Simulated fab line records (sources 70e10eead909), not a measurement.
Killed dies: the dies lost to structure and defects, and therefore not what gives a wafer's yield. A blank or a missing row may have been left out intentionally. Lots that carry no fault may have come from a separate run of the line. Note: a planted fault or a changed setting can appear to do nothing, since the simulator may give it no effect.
Comparing a struck lot with a sound one | flow nand harc | 14 steps out of a route of 1302
Sound: wafers L162.2, L162.4, L162.6. Struck: wafers L168.3, L168.4. (L168.1 of the same lot was not struck and is left out.) The cause comes at the end.
Each step with rows lists, per side, the tool, then ch with its chambers, then its first start. Under that, the readings that differ: sound wafers | struck wafers | difference of the means | sigmas: that difference in standard deviations of wafers without a fault.
alike: a reading whose means differ by less than 2 such deviations, as well as words and numbers matching on both sides. not compared: withheld readings; readings where some wafer has no value; bounds like >300 that might hide an equal value; numbers whose values overlap and for which the record gives no deviation.
The two part at a step that has a row with sigmas, a row that says differs or no value, or rows on one side only. Numbers that have no deviation but don't overlap get no sigmas and don't part them. Lack of a reading on every wafer of one side parts them only where that side has two or more wafers.

first, 3 steps without rows for these wafers: NHARC_THIN_TSV_EXPOSE_09 (exposes mask TSV); NHARC_THIN_TSV_PEB_10 (peb time 85 s); NHARC_THIN_TSV_DEVELOP_11 (time 70 s).
NHARC_THIN_TSV_CD_MEAS_12 targets a cd of 1000 nm.
  sound on cd sem-03 ch 0, day 28 03:33; struck on cd sem-03 ch 0, day 30 15:42
  alike: cd nm
then, 1 step without rows for these wafers: NHARC_THIN_TSV_HARDBAKE_13 (time 80 s).
NHARC_THIN_TSV_DESCUM_14: chemistry O2, time 3 s.
  sound on rie diel-03 ch 1,2, day 28 03:42; struck on rie diel-01 ch 1,3, day 30 15:52
  alike: drypump motor current A, oes product au, rf vpp V, showerhead plenum p Torr, throttle valve pct
  not compared: rf hours counter h
NHARC_THIN_TSV_ETCH_44: etches the open film in CF4/O2, target depth 1594.2 nm, time 797.1 s.
  sound on rie diel-03 ch 0,2, day 28 03:47; struck on rie diel-01 ch 1,2, day 30 15:57
  alike: drypump motor current A, oes product au, rf vpp V, showerhead plenum p Torr, throttle valve pct
  not compared: rf hours counter h
NHARC_THIN_TSV_ETCH_15: target depth 3000 nm, bosch target overetch cycles 2, bosch etch step 2.8 s.
  sound on rie si-01 ch 0,2, day 28 04:22; struck on rie si-03 ch 0,1, day 30 16:31
  alike: drypump motor current A
  not compared: rf hours counter h
NHARC_THIN_TSV_CD_MEAS_16:
  sound: cd sem-01 at day 28 04:31; struck: cd sem-02 at day 30 16:40
  alike: cd nm
NHARC_THIN_TSV_STRIP_45: strips in O2.
  sound on plasma asher-02 ch 0,1, day 28 04:38; struck on plasma asher-02 ch 0,1, day 30 16:44
  alike: drypump motor current A, heater power w, temp c
  not compared: rf hours counter h
then, 1 step without rows for these wafers: NHARC_THIN_TSV_STRIP_46 (strips in post etch residue remover, time 1200 s).
NHARC_THIN_TSV_DEP_47: deposits SiO2, target thk 200 nm.
  sound on pecvd-04 ch 0,1,2, day 28 05:29; struck on pecvd-03 ch 0,1, day 30 17:35
  alike: throttle valve pct
NHARC_THIN_TSV_ETCHBACK_48: etches the open film in C4F8/Ar, target depth 1028.5 nm, time 405.17 s.
  sound on rie diel-01 ch 0,2,3, day 28 05:52; struck on rie diel-11 ch 0,2, day 30 17:59
  reading          | sound             | struck      | difference | sigmas
  run length s (s) | 426.1 427.0 426.4 | 177.4 177.4 | -249.1     | -99 or more
  alike: oes product au, rf vpp V
  not compared: rf hours counter h
then, 1 step without rows for these wafers: NHARC_THIN_TSV_STRIP_62 (strips in N2/H2, time 20 s).

## WHERE THEY PART
Only at NHARC_THIN_TSV_ETCHBACK_48, as far as this record shows.

WHY: what the simulator had put in
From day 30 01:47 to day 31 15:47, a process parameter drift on rie diel-11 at NHARC_THIN_TSV_ETCHBACK_48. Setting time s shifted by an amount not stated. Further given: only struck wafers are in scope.
